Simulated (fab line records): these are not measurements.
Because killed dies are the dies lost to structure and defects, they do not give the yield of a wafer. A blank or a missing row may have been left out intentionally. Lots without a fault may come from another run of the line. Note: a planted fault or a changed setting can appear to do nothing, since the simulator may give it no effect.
Matching of chambers -- flow n5-finfet -- N5_BEOL_M4_STRIP_66 on rie-diel-01 has 4 sister chambers
The step strips in CF4. 14 wafers are shown with their chamber, then 7 later ones without.

== WAFERS PAIRED WITH THEIR CHAMBERS ==
wafer,chamber,drypump-motor-current-A (A),showerhead-plenum-p-Torr (Torr),throttle-valve-pct (%)
L074.2,3,6.5,1.91,13.27
L074.3,0,5.6,1.78,13.86
L074.5,0,5.6,1.78,13.84
L075.1,1,5.7,1.77,13.30
L075.3,2,5.1,1.88,13.81
L075.5,2,5.1,1.88,13.80
L080.2,1,5.7,1.77,13.30
L080.3,0,5.6,1.78,13.89
L080.4,3,6.5,1.90,13.31
L085.1,1,5.7,1.77,13.32
L085.4,3,6.5,1.90,13.31
L085.5,0,5.6,1.78,13.91
L086.2,2,5.1,1.87,13.86
L086.4,1,5.8,1.76,13.34

SIGNATURES, as means of the wafers listed above
reading,chamber 0,chamber 1,chamber 2,chamber 3,scatter within a chamber
drypump-motor-current-A,5.600,5.725,5.100,6.500,0.0274
showerhead-plenum-p-Torr,1.7800,1.7675,1.8767,1.9033,0.00456
throttle-valve-pct,13.8750,13.3150,13.8233,13.2967,0.0267
Rule: for each reading, subtract the chamber's mean from the wafer's reading, divide by that reading's scatter and square the result; add these up over the readings and take the root, which gives the wafer's distance from the chamber. The wafer belongs to the nearest chamber; if the next one is less than 2 further off, it can't be placed. How the scatter is found: for the shown wafers, subtract from each reading the mean of its chamber, square and add these, divide the total by (wafers less chambers), then take the root.

== WAFERS WITH NO CHAMBER GIVEN ==
wafer,drypump-motor-current-A (A),showerhead-plenum-p-Torr (Torr),throttle-valve-pct (%)
L086.6,5.6,1.77,13.93
L091.3,6.5,1.90,13.37
L091.4,5.7,1.77,13.94
L091.6,5.1,1.87,13.87
L095.1,5.7,1.76,13.39
L095.4,5.6,1.77,13.95
L095.5,5.6,1.77,13.96

== EACH ONE'S CHAMBER ==
wafer,from the rows above,in truth
L086.6,0,0
L091.3,3,3
L091.4,0,0
L091.6,2,2
L095.1,1,1
L095.4,0,0
L095.5,0,0
Correctly placed: 7 of 7. From these rows, 0 cannot be placed. Placed wrongly: 0.
